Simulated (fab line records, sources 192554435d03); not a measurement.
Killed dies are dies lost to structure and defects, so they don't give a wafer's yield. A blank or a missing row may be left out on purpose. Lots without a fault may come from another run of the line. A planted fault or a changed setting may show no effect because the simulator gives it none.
Chamber matching | flow n5_finfet | N5_BEOL_M0_SAQP_ALD_48 on ald_sin-01: 4 sister chambers
The step deposits SiO2, target thk 20 nm, pulse time 1 s, co reactant pulse time 1 s. 8 wafers are shown with their chamber, then 8 later ones without.

WAFERS WITH THEIR CHAMBER
wafer  | chamber | heater_power_w (W) | precursor_pulse_height_rel
L074.4 | 2       | 81                 | 0.984
L077.5 | 1       | 86                 | 1.018
L077.6 | 0       | 85                 | 1.001
L080.4 | 2       | 82                 | 0.980
L080.5 | 1       | 85                 | 0.998
L082.3 | 0       | 85                 | 0.984
L082.6 | 3       | 84                 | 0.986
L086.1 | 3       | 82                 | 1.008

WAFERS WITHOUT THEIR CHAMBER
wafer  | heater_power_w (W) | precursor_pulse_height_rel
L086.3 | 78                 | 1.034
L086.5 | 82                 | 0.987
L095.1 | 79                 | 0.966
L095.3 | 84                 | 0.992
L095.4 | 84                 | 1.026
L097.1 | 78                 | 0.965
L097.3 | 82                 | 1.003
L097.5 | 79                 | 0.999

WHICH CHAMBER EACH WENT THROUGH
wafer  | from the rows above               | in truth
L086.3 | can't be placed: 2 or 3           | 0
L086.5 | can't be placed: 2 or 3           | 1
L095.1 | 2                                 | 2
L095.3 | can't be placed: 0 or 3 or 1 or 2 | 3
L095.4 | can't be placed: 1 or 3 or 0      | 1
L097.1 | 2                                 | 2
L097.3 | can't be placed: 3 or 2           | 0
L097.5 | can't be placed: 2 or 3           | 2
Placed correctly: 2 of 8. Can't be placed from these rows: 6 (the true chamber is among the candidates in 3). Placed wrongly: 0.
How it was worked out, from the rows above alone: a wafer's distance from a chamber is the root of the sum, over the readings, of the square of ((its reading less the chamber's mean) divided by the reading's scatter). The wafer belongs to the nearest chamber; if the next one is less than 2 further off, it can't be placed. A chamber's mean is the mean of its shown wafers. The scatter: the root of (the sum of the squares of (reading less its chamber's mean) over the shown wafers, divided by (wafers less chambers)).
